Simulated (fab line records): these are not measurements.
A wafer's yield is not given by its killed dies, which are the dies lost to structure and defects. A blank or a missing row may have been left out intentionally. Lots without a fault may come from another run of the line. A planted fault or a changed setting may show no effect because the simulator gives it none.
Split-lot trial ; flow n5-finfet ; route with 1938 steps; 7 lots, 39 wafers read

## THE SPLIT ITSELF
At N5_BEOL_M14_SPUTTER_43 (material TaN, target thk 15 nm, time 24.19 s), the setting target-thk-a was moved away from the recipe's 150 angstrom on 15 of the 39 wafers read, by -46.1% to +27.1%. For the rest of the wafers, this setting stayed at what the recipe calls for.

## FROM THE SPLIT TO THE READING: what the file shows between them, 4 steps
- N5_BEOL_M14_SPUTTER_44: material Ta, target thk 15 nm, time 24.19 s
- N5_BEOL_M14_SPUTTER_45: material Cu, target thk 100 nm, time 16.67 s
- N5_BEOL_M14_ECD_47: material Cu, target thk 1248 nm
- N5_BEOL_M14_ANNEAL_48: time 90 s

## THE READING
barrier-field-endpoint-s, in s, at N5_BEOL_M14_CMP_49 (polishes, stops on SiO2, t overpolish 5.2 s, target thk 560 nm). Fault-free wafers of this fab line usually give 11.3 s, standard deviation 0.42 s.

wafer;tool, chamber at the split;target-thk-a as run, angstrom;against the recipe;barrier-field-endpoint-s, s;against lot-mates on the recipe
L075.2;pvd-sputter-03, -;150;recipe;11.3;-
L075.3;pvd-sputter-03, -;150;recipe;11.9;-
L075.1;pvd-sputter-03, -;181.3;+20.9%;13.2;+1.6
L075.4;pvd-sputter-03, -;150;recipe;11.5;-
L075.5;pvd-sputter-03, -;181.3;+20.9%;12.7;+1.1
L075.6;pvd-sputter-03, -;181.3;+20.9%;13.1;+1.5
L078.1;pvd-sputter-01, -;150;recipe;11.3;-
L078.2;pvd-sputter-01, -;150;recipe;12.4;-
L078.4;pvd-sputter-01, -;150;recipe;11.3;-
L080.2;pvd-sputter-02, -;150;recipe;11.5;-
L080.3;pvd-sputter-02, -;150;recipe;10.8;-
L080.1;pvd-sputter-02, -;150;recipe;11.8;-
L080.4;pvd-sputter-02, -;150;recipe;11.8;-
L080.6;pvd-sputter-02, -;150;recipe;11.4;-
L080.5;pvd-sputter-02, -;150;recipe;11.2;-
L081.2;pvd-sputter-02, -;150;recipe;11.1;-
L081.3;pvd-sputter-02, -;190.6;+27.1%;11.8;+0.6
L081.1;pvd-sputter-02, -;150;recipe;11.6;-
L081.4;pvd-sputter-02, -;150;recipe;10.8;-
L081.5;pvd-sputter-02, -;190.6;+27.1%;12.4;+1.2
L081.6;pvd-sputter-02, -;190.6;+27.1%;11.8;+0.6
L082.4;pvd-sputter-02, -;80.87;-46.1%;8.7;-2.8
L082.1;pvd-sputter-02, -;80.87;-46.1%;8.2;-3.3
L082.3;pvd-sputter-02, -;150;recipe;11.2;-
L082.2;pvd-sputter-02, -;150;recipe;12.0;-
L082.5;pvd-sputter-02, -;150;recipe;11.2;-
L082.6;pvd-sputter-02, -;80.87;-46.1%;8.5;-3.0
L087.1;pvd-sputter-03, -;150;recipe;11.6;-
L087.2;pvd-sputter-03, -;150;recipe;11.1;-
L087.4;pvd-sputter-03, -;189.3;+26.2%;12.3;+1.1
L087.3;pvd-sputter-03, -;189.3;+26.2%;12.1;+0.9
L087.5;pvd-sputter-03, -;189.3;+26.2%;12.7;+1.5
L087.6;pvd-sputter-03, -;150;recipe;11.0;-
L091.1;pvd-sputter-03, -;150;recipe;11.8;-
L091.3;pvd-sputter-03, -;188.5;+25.7%;13.3;+1.6
L091.2;pvd-sputter-03, -;150;recipe;11.4;-
L091.4;pvd-sputter-03, -;188.5;+25.7%;12.9;+1.2
L091.5;pvd-sputter-03, -;150;recipe;11.8;-
L091.6;pvd-sputter-03, -;188.5;+25.7%;13.1;+1.4

FIT RESULTS
A straight line over all 39 wafers: barrier-field-endpoint-s changes by +0.0553 s for each +1% of target-thk-a; r = +0.91; the points scatter about the line by 0.48 s.
The same after taking each lot's own level away (the mean of its wafers on the recipe; 39 wafers): +0.0565 s for each +1%; r = +0.94; scatter 0.39 s.
On that fit, the largest move of target-thk-a shifts the reading by 2.6 s.
The lots' own levels span 11.17 to 11.67 s, that is 1.2 times the standard deviation above.
Consequently the slope shifts little with the lot-to-lot level, the two slopes agreeing.
Check: with one of the wafers moved furthest among these (-46.1%) left out of the fit, the line predicts -2.68 s for it against its lot-mates. Against them it came out at -2.77 s.

## ADDITIONAL SPLITS CARRIED BY THESE WAFERS
Note: prior to the reading, these wafers also went through further splits. Each is held against what the fit with the lots' levels taken away leaves over:
other split on the same wafers;wafers away from the commonest value;r with barrier-field-endpoint-s (lot level and that fit taken away)
N5_BEOL_M8_TRENCH_ETCH_37 time-s;15;-0.06
N5_BEOL_M9_ILD_DEP_00 time-s;9;-0.16
N5_BEOL_M11_ALD_74 ald-cycles;18;+0.38

## THE WHOLE CHAIN: every reading that the file lists as answering this split, in the file's order
step;what it does;reading;change (the file's fit);r (the file's)
N5_BEOL_M14_SPUTTER_43;material TaN, target thk 15 nm, time 24.19 s;TaN_of_BEOL_M14_SPUTTER_43.thk-nm (the simulator's own value, which no gauge read);+0.15 nm for each +1% of the setting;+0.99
N5_BEOL_M14_CMP_49;polishes, stops on SiO2, t overpolish 5.2 s, target thk 560 nm;barrier-field-endpoint-s;+0.0558 s for each +1% of the setting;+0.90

## THE FILE'S OWN FIT
barrier-field-endpoint-s changes by +0.0558 s for each +1% of target-thk-a, r = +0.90.
